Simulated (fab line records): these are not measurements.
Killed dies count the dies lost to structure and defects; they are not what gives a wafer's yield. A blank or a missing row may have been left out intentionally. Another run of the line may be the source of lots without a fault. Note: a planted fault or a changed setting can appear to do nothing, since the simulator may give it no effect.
fab line records	flow nand-harc
[record] lots = 7	wafers = 21	last-day = 24
route steps=1159 shown P_M0@278 P_M1@285 END@1159
lots that met no fault: from a run of the same line without faults
start-h: hours from the record's first day to the start of the lot's first wafer shown	wait-h: how many hours have passed since the lot's step before this one	" same as the row above	L1.1+2: a row that stands for several wafers	- either no value or no given start	* or withheld: withheld	< > ~ a bound
route shown NAME@n: names a module that has steps shown in the file, with the first one's number in the route	usual: average and standard deviation across the fault-free wafers	same: alike in all rows	chamber/n: place in a boat	sites: each site's reading	_std_site: standard deviation across them	_edge_site: mean of outer sites minus mean of inner sites	radius-mm: for every site, how far away it sits from the centre of the wafer	mask NAME#n: copy n	behind: the tool/chamber that last shaped the wafer	hold: why the lot was held/for how many hours/how that ended	device: the n, p or np transistor that did not switch	end of line: the route-end tests of the same wafers	step lacking rows: just its recipe	killed: dies that structure and defects cost at the first sort, which is not the same as the wafer's yield	map: a wafer's dies, x killed, . not, _ none there
set.NAME: the setting the step ran with; set.NAME@STEP: the setting that earlier step ran with	model.NAME: the simulator's own value behind a step, which no gauge read
lots at some steps of the route; a table a step, a row a wafer
services: a tool's chamber out of use, with start hour (start-h, from the record's first day; less than 0 if before it), hours out, and reason
[[steps]]
[step NHARC_P_M0_CMP_23]
[recipe] t-overpolish-s = 20	target-thk-nm = 117.53
[usual] motor-current-A = 12.5/1.3	time-to-endpoint-s = 29.0/2.1
lot.wafer	tool	chamber	start-h	wait-h	motor-current-A	time-to-endpoint-s
L351.1	cmp-01	3	135.50	-	12.7	30.3
L351.4	"	0	"	"	11.9	26.6
L351.2	"	1	"	"	14.0	29.3
L358.3	cmp-02	1	175.00	-	9.8	28.6
L358.6	"	1	"	"	9.5	28.6
L358.5	"	2	"	"	13.7	29.7
L364.1	cmp-02	3	206.47	-	13.7	28.1
L364.6	"	2	"	"	14.3	27.5
L364.5	"	3	"	"	13.0	30.2
L367.3	cmp-01	3	227.79	-	12.3	30.3
L367.4	"	0	"	"	11.9	27.7
L367.5	"	2	"	"	12.9	32.3
L368.2	cmp-01	2	229.87	-	12.9	28.8
L368.1	"	3	"	"	12.8	28.6
L368.6	"	3	"	"	12.4	30.8
L370.3	cmp-04	2	244.72	-	13.1	30.9
L370.2	"	0	"	"	11.4	28.8
L370.5	"	2	"	"	13.4	27.8
L371.2	cmp-02	3	248.77	-	12.5	28.5
L371.6	"	0	"	"	12.3	29.6
L371.5	"	1	"	"	10.3	30.3
[step NHARC_P_M0_THK_MEAS_24]
[recipe] thk-meas-gauge = xrf
[usual] thk-nm = 117.5/1.4
lot.wafer	tool	chamber	start-h	wait-h	thk-nm
L351.1	film-metro-02	-	135.79	-	116.2
L351.2	"	-	"	"	116.7
L351.4	"	-	"	"	116.8
L358.3	film-metro-02	-	175.32	-	115.7
L358.5	"	-	"	"	118.1
L358.6	"	-	"	"	117.5
L364.1	film-metro-02	-	206.76	-	122.0
L364.5	"	-	"	"	118.3
L364.6	"	-	"	"	117.5
L367.3	film-metro-02	-	228.08	-	115.6
L367.4	"	-	"	"	118.0
L367.5	"	-	"	"	117.5
L368.1	film-metro-01	-	230.18	-	116.6
L368.2	"	-	"	"	117.9
L368.6	"	-	"	"	115.5
L370.2	film-metro-02	-	245.04	-	116.8
L370.3	"	-	"	"	116.2
L370.5	"	-	"	"	116.1
L371.2	film-metro-01	-	249.01	-	118.1
L371.5	"	-	"	"	120.3
L371.6	"	-	"	"	119.1
[step NHARC_P_M0_SRD_25]
[step NHARC_P_M0_INSPECT_27]
[usual] raw-defect-count = 286/92
lot.wafer	tool	chamber	start-h	wait-h	raw-defect-count
L351.1	defect-inspect-02	-	135.94	0.0	496
L351.2	"	-	"	"	157
L351.4	"	-	"	"	351
L358.3	defect-inspect-01	-	175.47	0.0	183
L358.5	"	-	"	"	195
L358.6	"	-	"	"	198
L364.1	defect-inspect-01	-	206.91	0.0	311
L364.5	"	-	"	"	314
L364.6	"	-	"	"	254
L367.3	defect-inspect-02	-	228.23	0.0	252
L367.4	"	-	"	"	308
L367.5	"	-	"	"	321
L368.1	defect-inspect-01	-	230.34	0.0	542
L368.2	"	-	"	"	365
L368.6	"	-	"	"	193
L370.2	defect-inspect-01	-	245.19	0.0	270
L370.3	"	-	"	"	364
L370.5	"	-	"	"	236
L371.2	defect-inspect-02	-	249.17	0.0	196
L371.5	"	-	"	"	175
L371.6	"	-	"	"	178
[step NHARC_P_M0_PRE_CLEAN_31]
[recipe] time-s = 12	temp-c = 370	rf-power-w = 300	gas = NH3
[usual] heater-power-w = 610/76	rf-fwd-power-W = 292.6/0.81
lot.wafer	tool	chamber	start-h	wait-h	heater-power-w	rf-fwd-power-W
L351.1	pecvd-01	2	136.02	0.1	499	292.3
L351.2	"	0	"	"	644	292.7
L351.4	"	0	"	"	651	292.8
L358.3	pecvd-03	0	175.55	0.1	686	293.5
L358.6	"	2	"	"	535	292.2
L358.5	"	1	"	"	646	292.1
L364.1	pecvd-01	0	206.99	0.1	715	292.1
L364.5	"	2	"	"	510	291.7
L364.6	"	1	"	"	625	293.0
L367.3	pecvd-02	2	228.30	0.1	607	292.7
L367.4	"	0	"	"	577	292.4
L367.5	"	1	"	"	674	293.2
L368.1	pecvd-02	1	230.41	0.1	631	292.1
L368.2	"	0	"	"	552	291.6
L368.6	"	1	"	"	623	291.3
L370.3	pecvd-02	0	245.26	0.1	548	292.0
L370.2	"	2	"	"	548	294.0
L370.5	"	1	"	"	725	292.3
L371.2	pecvd-03	1	249.48	0.3	707	292.4
L371.6	"	2	"	"	522	292.3
L371.5	"	0	"	"	678	293.6
[step NHARC_P_M0_DEP_32]
[recipe] target-thk-a = 300	temp-c = 370	target-thk-nm = 30	pressure-torr = 3	flow-sccm = 200	rf-w = 450	material = SiCN
[usual] heater-power-w = 551/78	rf-fwd-power-W = 448.9/1.5
lot.wafer	tool	chamber	start-h	wait-h	heater-power-w	rf-fwd-power-W
L351.1	pecvd-01	2	136.13	0.1	423	450.1
L351.2	"	0	"	"	586	448.8
L351.4	"	0	"	"	585	449.1
L358.3	pecvd-03	0	175.66	0.1	622	448.1
L358.6	"	2	"	"	433	447.6
L358.5	"	1	"	"	542	450.2
L364.1	pecvd-01	0	207.10	0.1	612	449.3
L364.5	"	2	"	"	404	449.4
L364.6	"	1	"	"	588	449.5
L367.3	pecvd-02	2	228.38	0.1	478	447.6
L367.4	"	0	"	"	466	446.2
L367.5	"	1	"	"	636	448.9
L368.1	pecvd-02	1	230.49	0.1	611	450.0
L368.2	"	0	"	"	478	451.5
L368.6	"	1	"	"	616	454.1
L370.3	pecvd-02	0	245.34	0.1	445	449.2
L370.2	"	2	"	"	557	447.5
L370.5	"	1	"	"	670	450.4
L371.2	pecvd-03	1	249.56	0.1	531	447.5
L371.6	"	2	"	"	420	446.1
L371.5	"	0	"	"	571	447.8
[step NHARC_P_M1_DEP_00]
[recipe] target-thk-a = 1825	target-thk-nm = 182.5	temp-c = withheld	pressure-torr = 5	flow-sccm = 200	rf-w = 600	material = SiOC
[step NHARC_P_M1_DEHYDRATE_01]
[recipe] temp-c = 150	time-s = 120
[step NHARC_P_M1_HMDS_02]
[recipe] time-s = 30
[step NHARC_P_M1_COAT_34]
[recipe] temp-c = 200	time-s = 65
[step NHARC_P_M1_COAT_03]
[recipe] spin-rpm = 1500	resist-thk-nm = 90
[step NHARC_P_M1_SOFTBAKE_04]
[recipe] temp-c = 105	time-s = 55
[usual] heater-power-total-W = 188.46/0.14	plate-temp-C = 105.00/0.14
lot.wafer	tool	chamber	start-h	wait-h	heater-power-total-W	plate-temp-C
L351.1	litho-track-04	0	136	-	188.73	105.10
L351.2	"	0	"	"	188.33	104.95
L351.4	"	0	"	"	188.48	105.22
L358.3	litho-track-04	0	176	-	188.74	105.05
L358.5	"	0	"	"	188.74	105.19
L358.6	"	0	"	"	188.74	105.08
L364.1	litho-track-04	0	207	-	175.08	99.33
L364.5	"	0	"	"	174.80	99.44
L364.6	"	0	"	"	174.73	99.45
L367.3	litho-track-04	0	229	-	174.83	99.34
L367.4	"	0	"	"	174.70	99.39
L367.5	"	0	"	"	175.08	99.44
L368.1	litho-track-04	0	231	-	174.76	99.46
L368.2	"	0	"	"	174.90	99.39
L368.6	"	0	"	"	174.94	99.41
L370.2	litho-track-06	0	246	-	188.40	105.34
L370.3	"	0	"	"	188.25	105.20
L370.5	"	0	"	"	188.51	105.22
L371.2	litho-track-06	0	250	-	188.45	105.07
L371.5	"	0	"	"	188.54	105.07
L371.6	"	0	"	"	188.31	105.12
[step NHARC_P_M1_EBR_05]
[step NHARC_END_SORT_01]
[recipe] temp-c = 25
[usual] defect-limited-yield = 95.4/1.4	killed-at-array = 27/10	killed-at-other = 0.6/1	killed-at-periphery = 3.4/2.7	killed-dies = 31/9.7	killed-open = 3.4/1.7	killed-short = 2.2/1.5	sort_bin_2_pct = 1.4/0.57	sort_bin_3_pct = 0.25/0.23	sort_bin_4_pct = 3.0/0.94	sort-n-pass = 646/9.7	sort-rim-yield-pct = 95.3/3	sort-yield-pct = 95.4/1.4
[same] gross-dies = 677	sort_bin_5_pct[%] = 0	sort_bin_6_pct[%] = 0	sort_bin_7_pct[%] = 0	sort_bin_8_pct[%] = 0	sort-rim-n-gross = 106.00
lot.wafer	tool	chamber	start-h	wait-h	defect-limited-yield[%]	killed-at-array	killed-at-other	killed-at-periphery	killed-dies	killed-open	killed-short	sort_bin_2_pct[%]	sort_bin_3_pct[%]	sort_bin_4_pct[%]	sort-n-pass	sort-rim-yield-pct[%]	sort-yield-pct[%]
L351.1	prober-01	0	458.17	2.5	96.8	19	0	3	22	2	8	1.0	0.30	1.9	655	99.1	96.8
L351.2	prober-01	0	458.96	2.8	96.8	14	0	8	22	2	2	1.0	0	2.2	655	98.1	96.8
L351.4	prober-01	0	460.54	3.4	96.6	15	1	7	23	6	1	1.3	0	2.1	654	98.1	96.6
L358.3	prober-02	0	495.64	3.1	94.8	27	3	5	35	6	2	0.9	0.15	4.1	642	92.5	94.8
L358.5	prober-02	0	497.21	3.7	95.0	28	2	4	34	3	1	1.8	0.15	3.1	643	89.6	95.0
L358.6	prober-02	0	498.00	3.9	94.7	32	2	2	36	4	1	1.8	0.44	3.1	641	98.1	94.7
L364.1	prober-01	0	540.63	2.5	96.0	26	0	1	27	0	0	2.4	0.15	1.5	650	95.3	96.0
L364.5	prober-01	0	543.88	3.7	96.8	19	0	3	22	4	3	0.9	0.15	2.2	655	95.3	96.8
L364.6	prober-01	0	544.69	4.1	94.7	35	0	1	36	1	2	1.5	0	3.8	641	94.3	94.7
L368.1	prober-02	0	554.90	2.5	96.0	19	1	7	27	3	2	1.2	0.15	2.7	650	99.1	96.0
L368.2	prober-02	0	555.72	2.8	96.0	16	1	10	27	3	3	0.9	0.15	3.0	650	94.3	96.0
L368.6	prober-02	0	558.99	4.1	96.5	16	0	8	24	3	0	1.0	0.74	1.8	653	94.3	96.5
L367.3	prober-01	0	556.53	3.1	93.9	39	1	1	41	6	1	1.3	0.74	4.0	636	86.8	93.9
L367.4	prober-01	0	557.34	3.4	93.4	44	1	0	45	4	4	2.1	0.30	4.3	632	97.2	93.4
L367.5	prober-01	0	558.15	3.7	94.2	36	1	2	39	3	5	2.5	0.59	2.7	638	88.7	94.2
L371.2	prober-02	0	575.59	2.8	90.7	56	0	7	63	3	3	3.1	0.74	5.5	614	95.3	90.7
L371.5	prober-02	0	578.02	3.7	93.1	43	0	4	47	4	0	2.2	0.15	4.6	630	89.6	93.1
L371.6	prober-02	0	578.83	4.0	93.5	40	0	4	44	3	4	2.7	0.59	3.2	633	95.3	93.5
L370.2	prober-01	0	579.24	2.8	95.1	31	0	2	33	4	3	1.0	0.44	3.4	644	93.4	95.1
L370.3	prober-01	0	580.05	3.1	94.2	32	0	7	39	3	3	2.1	0	3.7	638	97.2	94.2
L370.5	prober-01	0	581.67	3.7	96.2	17	1	8	26	2	5	1.3	0	2.5	651	99.1	96.2
// killed by level:class
L351.1 A_STAIRCASE:chamber-film-flake=7 A_WL_FILL:geometric-particle:short=4 A_CHANNEL_FILL_D1:geometric-particle:short=3 P_CONTACT:chamber-film-flake=3 A_ONON_D1:geometric-particle:short=1 A_CHANNEL_FILL_D1:geometric-particle:open=1 A_BLC:geometric-particle:open=1 A_CHANNEL_HOLE_D1:chamber-film-flake=1
L351.2 A_STAIRCASE:chamber-film-flake=7 P_CONTACT:chamber-film-flake=5 A_CHANNEL_HOLE_D1:chamber-film-flake=3 A_WL_FILL:geometric-particle:short=2 P_GATE:chamber-film-flake=2 P_CONTACT:geometric-particle:open=1 A_WL_FILL:geometric-particle:open=1 A_CONTACT:chamber-film-flake=1
L351.4 P_CONTACT:chamber-film-flake=6 A_STAIRCASE:chamber-film-flake=5 A_BLC:geometric-particle:open=3 A_CONTACT:geometric-particle:open=2 A_CHANNEL_HOLE_D1:chamber-film-flake=2 P_M0:geometric-particle:open=1 A_CHANNEL_FILL_D1:geometric-particle:short=1 THIN_TSV:chamber-film-flake=1
L358.3 A_CHANNEL_HOLE_D1:chamber-film-flake=15 A_CONTACT:chamber-film-flake=4 THIN_TSV:chamber-film-flake=3 P_CONTACT:geometric-particle:open=2 A_CONTACT:geometric-particle:open=2 A_STAIRCASE:chamber-film-flake=2 P_CONTACT:geometric-particle:short=1 A_SGD_CUT:geometric-particle:open=1
L358.5 A_CHANNEL_HOLE_D1:chamber-film-flake=18 A_STAIRCASE:chamber-film-flake=4 A_WL_FILL:chamber-film-flake=3 P_GATE:chamber-film-flake=2 HYBRID_BOND:chamber-film-flake=2 P_M0:geometric-particle:open=1 A_ONON_D1:geometric-particle:open=1 A_CHANNEL_FILL_D1:geometric-particle:open=1
L358.6 A_CHANNEL_HOLE_D1:chamber-film-flake=19 A_CONTACT:chamber-film-flake=3 A_STAIRCASE:chamber-film-flake=3 A_WL_FILL:chamber-film-flake=2 THIN_TSV:chamber-film-flake=2 P_M2:geometric-particle:open=1 A_SLIT:geometric-particle:short=1 A_WL_FILL:geometric-particle:open=1
L364.1 A_SLIT:chamber-film-flake=15 A_CHANNEL_HOLE_D1:chamber-film-flake=5 A_CONTACT:chamber-film-flake=5 P_GATE:chamber-film-flake=1 A_CHANNEL_FILL_D1:chamber-film-flake=1
L364.5 A_SLIT:chamber-film-flake=7 A_CHANNEL_HOLE_D1:chamber-film-flake=4 A_CONTACT:chamber-film-flake=3 A_WL_FILL:geometric-particle:short=2 P_STI:geometric-particle:open=1 P_STI:geometric-particle:short=1 P_CONTACT:geometric-particle:open=1 A_CHANNEL_FILL_D1:geometric-particle:open=1
L364.6 A_SLIT:chamber-film-flake=19 A_CHANNEL_HOLE_D1:chamber-film-flake=8 A_CONTACT:chamber-film-flake=4 A_ONON_D1:geometric-particle:short=1 A_CHANNEL_FILL_D1:geometric-particle:short=1 A_CONTACT:geometric-particle:open=1 P_STI:chamber-film-flake=1 A_M1:chamber-film-flake=1
L368.1 P_STI:chamber-film-flake=5 A_CHANNEL_HOLE_D1:chamber-film-flake=5 A_CONTACT:chamber-film-flake=4 A_CHANNEL_FILL_D1:chamber-film-flake=2 A_STAIRCASE:chamber-film-flake=2 A_SGD_CUT:chamber-film-flake=2 P_GATE:geometric-particle:open=1 A_CHANNEL_FILL_D1:geometric-particle:open=1
L368.2 A_CHANNEL_HOLE_D1:chamber-film-flake=6 P_STI:chamber-film-flake=4 P_M1:chamber-film-flake=2 A_STAIRCASE:chamber-film-flake=2 A_CONTACT:chamber-film-flake=2 P_CONTACT:geometric-particle:short=1 P_M0:geometric-particle:open=1 P_M1:geometric-particle:open=1
L367.3 A_CHANNEL_HOLE_D1:chamber-film-flake=20 A_SLIT:chamber-film-flake=11 A_CONTACT:geometric-particle:open=4 P_M0:geometric-particle:open=1 A_WL_FILL:geometric-particle:short=1 A_M0:geometric-particle:open=1 A_SGD_CUT:chamber-film-flake=1 A_CONTACT:chamber-film-flake=1
L367.4 A_SLIT:chamber-film-flake=15 A_CHANNEL_HOLE_D1:chamber-film-flake=14 A_SGD_CUT:chamber-film-flake=6 A_CONTACT:geometric-particle:open=2 A_ONON_D1:geometric-particle:short=1 A_CHANNEL_FILL_D1:geometric-particle:short=1 A_WL_FILL:geometric-particle:open=1 A_CONTACT:geometric-particle:short=1
L367.5 A_CHANNEL_HOLE_D1:chamber-film-flake=15 A_SLIT:chamber-film-flake=8 A_SGD_CUT:chamber-film-flake=3 A_STAIRCASE:chamber-film-flake=2 P_M0:geometric-particle:short=1 P_M2:geometric-particle:short=1 A_ONON_D1:geometric-particle:open=1 A_CHANNEL_FILL_D1:geometric-particle:short=1
L368.6 A_STAIRCASE:chamber-film-flake=5 A_CONTACT:chamber-film-flake=5 P_STI:chamber-film-flake=3 P_M1:chamber-film-flake=3 A_CHANNEL_HOLE_D1:chamber-film-flake=3 P_M2:geometric-particle:open=1 A_CHANNEL_HOLE_D1:geometric-particle:open=1 A_CHANNEL_FILL_D1:geometric-particle:open=1
L371.2 A_CHANNEL_HOLE_D1:chamber-film-flake=23 A_SLIT:chamber-film-flake=19 A_CONTACT:chamber-film-flake=4 P_BONDPAD:chamber-film-flake=3 A_CHANNEL_FILL_D1:chamber-film-flake=3 A_STAIRCASE:chamber-film-flake=3 P_M1:chamber-film-flake=2 P_GATE:geometric-particle:short=1
L371.5 A_SLIT:chamber-film-flake=21 A_CHANNEL_HOLE_D1:chamber-film-flake=15 A_CONTACT:chamber-film-flake=3 P_GATE:geometric-particle:open=1 P_M2:geometric-particle:open=1 A_BLC:geometric-particle:open=1 A_M0:geometric-particle:open=1 P_GATE:chamber-film-flake=1
L371.6 A_CHANNEL_HOLE_D1:chamber-film-flake=20 A_SLIT:chamber-film-flake=8 A_CONTACT:chamber-film-flake=3 P_GATE:geometric-particle:short=2 A_ONON_D1:geometric-particle:open=2 P_BONDPAD:chamber-film-flake=2 A_CHANNEL_FILL_D1:chamber-film-flake=2 A_STAIRCASE:chamber-film-flake=2
L370.2 A_CHANNEL_HOLE_D1:chamber-film-flake=9 A_CONTACT:chamber-film-flake=7 A_STAIRCASE:chamber-film-flake=6 A_CHANNEL_FILL_D1:geometric-particle:open=2 A_ONON_D1:geometric-particle:short=1 A_CHANNEL_HOLE_D1:geometric-particle:short=1 A_CHANNEL_HOLE_D1:geometric-particle:open=1 A_CHANNEL_FILL_D1:geometric-particle:short=1
L370.3 A_CONTACT:chamber-film-flake=12 A_CHANNEL_HOLE_D1:chamber-film-flake=9 P_ZERO_WELL:chamber-film-flake=4 P_GATE:chamber-film-flake=2 A_STAIRCASE:chamber-film-flake=2 A_BONDPAD:chamber-film-flake=2 A_M0:geometric-particle:short=1 A_ONON_D1:geometric-particle:short=1
L370.5 A_CHANNEL_HOLE_D1:chamber-film-flake=5 P_ZERO_WELL:chamber-film-flake=4 A_CONTACT:chamber-film-flake=4 A_STAIRCASE:chamber-film-flake=3 P_CONTACT:geometric-particle:short=1 P_M0:geometric-particle:short=1 A_CHANNEL_FILL_D1:geometric-particle:short=1 A_CONTACT:geometric-particle:open=1
[[services]]
tool	chamber	start-h	hours	kind
pecvd-03	-	111.58	13.0	pm
litho-track-06	-	117.00	7.0	pm
cmp-02	-	129.49	4.0	pm
litho-track-04	-	141.00	7.0	pm
cmp-01	-	146.71	1.7	repair
pecvd-02	-	153.00	13.0	pm
pecvd-02	0	153.00	13.0	vent-cycle
pecvd-02	1	153.00	13.0	vent-cycle
pecvd-02	2	153.00	13.0	vent-cycle
pecvd-01	1	164.34	4.4	repair
pecvd-02	0	166.00	-	clean
pecvd-02	1	166.00	-	clean
cmp-01	-	176.94	2.2	repair
cmp-01	-	179.57	4.0	pm
cmp-04	-	185.44	2.5	repair
pecvd-02	-	191.04	1.7	repair
cmp-04	-	195.22	0.2	repair
cmp-04	-	203.00	4.0	pm
pecvd-01	-	208.96	1.6	repair
cmp-02	-	227.49	4.0	pm
pecvd-01	-	237.25	13.0	pm
cmp-02	-	242.45	0.9	repair
cmp-02	-	243.63	4.6	repair
cmp-04	-	247.65	0.5	repair
[[key]]
[first-sign] step = NHARC_P_M1_SOFTBAKE_04	reading = heater-power-total-W	direction = down	sigmas = 99+	usual = *	struck = *
[effect] step = NHARC_P_M1_SOFTBAKE_04	reading = plate-temp-C	direction = down	sigmas = 40	usual = *	struck = *
met-at NHARC_P_M1_SOFTBAKE_04
struck-wafers L364.1,L364.5,L364.6,L367.3,L367.4,L367.5,L368.1,L368.2,L368.6
onset-between 176 207
[fault] kind = process-parameter-drift	tool = litho-track-04	chamber = -	onset-h = 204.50	steps = NHARC_P_M1_SOFTBAKE_04	channel = temp-c	offset = *	shape = step	end-h = 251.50	acts-in = *	stated = *
